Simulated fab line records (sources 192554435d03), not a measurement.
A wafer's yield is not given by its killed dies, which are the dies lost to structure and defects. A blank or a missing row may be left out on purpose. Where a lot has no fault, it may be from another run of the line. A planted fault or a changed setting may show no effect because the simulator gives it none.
Split-lot trial    flow n5_finfet    39 wafers read from 7 lots, route of 1938 steps

== ABOUT THE SPLIT ==
At N5_BEOL_M12_SPUTTER_43 (material TaN, target thk 15 nm, time 24.19 s), the setting target_thk_a was moved away from the recipe's 150 angstrom on 15 of the 39 wafers read, by -35.5% to +58.4%. For the rest of the wafers, this setting stayed at what the recipe calls for.

The reading is taken at the split's own step.

== THE READING ==
TaN_of_BEOL_M12_SPUTTER_43.thk_nm (the simulator's own value, which no gauge read), in nm, at N5_BEOL_M12_SPUTTER_43 (material TaN, target thk 15 nm, time 24.19 s). There is no usual value for it anywhere in the file. Here, 24 wafers ran the recipe; their average is 15.0 nm with a standard deviation of 0.18 nm.

wafer   tool, chamber at the split  target_thk_a as run, angstrom  against the recipe  TaN_of_BEOL_M12_SPUTTER_43.thk_nm, nm  against lot-mates on the recipe
L074.1  pvd_sputter-02, -           96.82                          -35.5%              9.4                                    -5.7
L074.2  pvd_sputter-02, -           150                            recipe              15                                     -
L074.6  pvd_sputter-02, -           150                            recipe              15                                     -
L074.3  pvd_sputter-02, -           150                            recipe              15.2                                   -
L074.4  pvd_sputter-02, -           96.82                          -35.5%              9.8                                    -5.3
L074.5  pvd_sputter-02, -           96.82                          -35.5%              9.6                                    -5.5
L080.1  pvd_sputter-03, -           237.6                          +58.4%              23.6                                   +8.6
L080.2  pvd_sputter-03, -           237.6                          +58.4%              23.6                                   +8.6
L080.3  pvd_sputter-03, -           150                            recipe              15                                     -
L080.5  pvd_sputter-03, -           150                            recipe              15                                     -
L080.6  pvd_sputter-03, -           150                            recipe              15                                     -
L080.4  pvd_sputter-03, -           237.6                          +58.4%              23.8                                   +8.8
L078.1  pvd_sputter-03, -           150                            recipe              15.2                                   -
L078.4  pvd_sputter-03, -           150                            recipe              15.2                                   -
L078.2  pvd_sputter-03, -           222.1                          +48.1%              22.4                                   +7.3
L078.6  pvd_sputter-03, -           222.1                          +48.1%              22.4                                   +7.3
L078.3  pvd_sputter-03, -           222.1                          +48.1%              22.2                                   +7.1
L078.5  pvd_sputter-03, -           150                            recipe              15                                     -
L084.1  pvd_sputter-02, -           150                            recipe              15.2                                   -
L084.3  pvd_sputter-02, -           150                            recipe              15.2                                   -
L084.5  pvd_sputter-02, -           150                            recipe              15.2                                   -
L084.2  pvd_sputter-02, -           150                            recipe              15                                     -
L084.4  pvd_sputter-02, -           150                            recipe              15                                     -
L084.6  pvd_sputter-02, -           150                            recipe              15                                     -
L087.1  pvd_sputter-02, -           150                            recipe              14.8                                   -
L087.4  pvd_sputter-02, -           150                            recipe              14.8                                   -
L087.6  pvd_sputter-02, -           150                            recipe              14.8                                   -
L090.1  pvd_sputter-01, -           150                            recipe              15                                     -
L090.2  pvd_sputter-01, -           150                            recipe              14.6                                   -
L090.3  pvd_sputter-01, -           150                            recipe              14.8                                   -
L090.4  pvd_sputter-01, -           120.1                          -19.9%              11.8                                   -3.0
L090.5  pvd_sputter-01, -           120.1                          -19.9%              11.8                                   -3.0
L090.6  pvd_sputter-01, -           120.1                          -19.9%              12                                     -2.8
L094.1  pvd_sputter-02, -           150                            recipe              15.2                                   -
L094.5  pvd_sputter-02, -           150                            recipe              15.2                                   -
L094.2  pvd_sputter-02, -           196.3                          +30.9%              20                                     +4.7
L094.4  pvd_sputter-02, -           196.3                          +30.9%              20                                     +4.7
L094.3  pvd_sputter-02, -           150                            recipe              15.4                                   -
L094.6  pvd_sputter-02, -           196.3                          +30.9%              19.8                                   +4.5

FIT RESULTS
A straight line over all 39 wafers: TaN_of_BEOL_M12_SPUTTER_43.thk_nm changes by +0.152 nm for each +1% of target_thk_a; r = +1.00; the points scatter about the line by 0.19 nm.
The same after taking each lot's own level away (the mean of its wafers on the recipe; 39 wafers): +0.15 nm for each +1%; r = +1.00; scatter 0.12 nm.
On that fit, the largest move of target_thk_a shifts the reading by 8.8 nm.
The lots' own levels span 14.80 to 15.27 nm, that is 2.6 times the standard deviation above.
The two slopes agree, so the slope changes little with the lot-to-lot level.
Check: for one of the wafers moved furthest among these (+58.4%), held out of the fit, the line's prediction against its lot-mates is +8.77 nm. Against them it came out at +8.6 nm.

== THESE WAFERS: OTHER SPLITS ==
These wafers also went through other splits before the reading. Each is held against what the fit with the lots' levels taken away leaves over:
other split on the same wafers       wafers away from the commonest value  r with TaN_of_BEOL_M12_SPUTTER_43.thk_nm (lot level and that fit taken away)
N5_BEOL_M12_ILD_DEP_00 target_thk_a  15                                    +0.03

== FILE'S OWN FIT ==
TaN_of_BEOL_M12_SPUTTER_43.thk_nm changes by +0.15 nm for each +1% of target_thk_a, r = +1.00.
